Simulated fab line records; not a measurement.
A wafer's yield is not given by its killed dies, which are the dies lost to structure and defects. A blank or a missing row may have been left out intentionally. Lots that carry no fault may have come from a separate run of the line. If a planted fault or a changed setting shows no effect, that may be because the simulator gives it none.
The same fault as seen by 2 desks + flow nand harc + each desk has only its own numbers; what lay behind them comes last

FROM THE METROLOGY DESK
Means of the sampled wafers that have a number, per lot and without regard to the tool the lot ran on: this is what the gauges read. A lot is out of limits, marked OUT, if its mean lies more than 4 standard deviations from the usual mean; the brackets give that distance.
Columns: A = cd nm at NHARC_A_BONDPAD_CD_MEAS_13, usual 499 nm; B = cd nm at NHARC_THIN_TSV_CD_MEAS_12, usual 1000.8 nm
| lot  | first seen here | A   | B      |
|------|-----------------|-----|--------|
| L562 | day 18 03:55    | 500 | 1002.5 |
| L560 | day 18 05:03    | 502 | 1001.1 |
| L561 | day 18 10:37    | 496 | 1001.8 |
| L565 | day 18 10:46    | 500 | 1000.4 |
| L570 | day 20 22:35    | 499 | 1009.0 |
| L572 | day 21 01:33    | 494 | 1001.9 |
| L571 | day 21 04:30    | 497 | 999.1  |
| L574 | day 21 06:19    | 500 | 996.7  |
| L578 | day 22 02:34    | 496 | 1001.2 |
| L579 | day 22 02:53    | 501 | 1003.1 |
| L581 | day 22 16:37    | 501 | 1002.4 |
This desk's finding: nothing out of limits on any of the 11 lots.

THE TOOL OWNER'S DESK: krf scanner-02
The tool's own readings at NHARC_THIN_TSV_EXPOSE_09 (exposes mask TSV): means of the sampled wafers that have a number, for each lot that ran on this tool. A lot is out of limits, marked OUT, if its mean lies more than 4 standard deviations from the usual mean; the brackets give that distance.
Columns: A = exposure dose mJ cm2 at NHARC_THIN_TSV_EXPOSE_09, usual 30.702
| lot  | first seen here | A                        |
|------|-----------------|--------------------------|
| L561 | day 19 01:20    | 30.730                   |
| L565 | day 19 02:26    | 30.689                   |
| L570 | day 21 17:28    | 40.097 (+99 or more) OUT |
This desk's finding: out of limits on L570; first on L570, day 21 17:28 (exposure dose mJ cm2 at NHARC_THIN_TSV_EXPOSE_09). Within limits: L561, L565.

PUT TOGETHER
At day 21 17:28, on L570, the tool owner's desk was in a position to raise an alarm.
At the metrology desk, nothing out of limits was observed.
The metrology desk holds a record of L570, inside its limits.
Of the lots named, all ran NHARC_THIN_TSV_EXPOSE_09 on krf scanner-02.

WHAT THE SIMULATOR PUT IN
Process parameter drift: krf scanner-02, from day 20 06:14 on, at NHARC_THIN_TSV_EXPOSE_09. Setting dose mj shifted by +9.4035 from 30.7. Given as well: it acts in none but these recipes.
Shown lots that were struck: L570.
Hours from the fault's start to each desk's first reading out of limits: the tool owner's desk, 35.
